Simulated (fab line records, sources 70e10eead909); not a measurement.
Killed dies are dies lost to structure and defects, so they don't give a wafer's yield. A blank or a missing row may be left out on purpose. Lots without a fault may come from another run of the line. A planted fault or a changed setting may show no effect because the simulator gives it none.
A struck lot beside a sound one | flow nand_harc | 13 steps out of a route of 1159
Sound: wafers L951.3, L951.4, L951.6. Struck: wafers L938.1, L938.2, L938.5. The cause comes at the end.
At each step with rows: each side's tool, then ch and its chambers, then its first start. Under that, the readings that differ: sound wafers | struck wafers | difference of the means | sigmas: that difference in standard deviations of wafers without a fault.
alike: readings whose means differ by less than 2 such deviations, and words and numbers that are the same on both sides. not compared: withheld readings, readings that some wafer has no value for, bounds like >300 that may hide the same value, and numbers for which the record gives no deviation and whose values overlap.
The two part at a step that has a row with sigmas, a row that says differs or no value, or rows on one side only. Numbers that don't overlap but have no deviation are shown without sigmas and don't part them. A reading that every wafer of one side lacks parts them only if that side has two wafers or more.

NHARC_P_START_INSPECT_01:
  sound on defect_inspect-01, day 5 12:02; struck on defect_inspect-02, day 2 06:02
  alike: raw_defect_count
then, 11 steps without rows for these wafers: NHARC_P_ZERO_WELL_PRECLEAN_00 (cleans in SPM, time 600 s); NHARC_P_ZERO_WELL_SRD_01; NHARC_P_ZERO_WELL_PECVD_02 (deposits SiO2, target thk 10 nm); NHARC_P_ZERO_WELL_DEHYDRATE_03 (time 120 s); NHARC_P_ZERO_WELL_HMDS_04 (time 30 s); NHARC_P_ZERO_WELL_COAT_64 (time 65 s); NHARC_P_ZERO_WELL_COAT_05 (resist thk 600 nm); NHARC_P_ZERO_WELL_SOFTBAKE_06 (time 70 s); NHARC_P_ZERO_WELL_EBR_07; NHARC_P_ZERO_WELL_EXPOSE_08 (exposes mask P ZERO, target cd 500 nm); NHARC_P_ZERO_WELL_PEB_09 (peb time 80 s).
NHARC_P_ZERO_WELL_DEVELOP_10: time 50 s.
  sound on litho_track-02 ch 0, day 5 13:00; struck on litho_track-07, day 2 07:00
  no value came back on the struck wafers for chill_plate_temp_C (C), developer_temp_C (C); on the sound wafers chill_plate_temp_C (C) reads 23.12 23.03 23.06

WHERE THEY PART
Only at NHARC_P_ZERO_WELL_DEVELOP_10, within this record.

WHY: what the simulator had put in
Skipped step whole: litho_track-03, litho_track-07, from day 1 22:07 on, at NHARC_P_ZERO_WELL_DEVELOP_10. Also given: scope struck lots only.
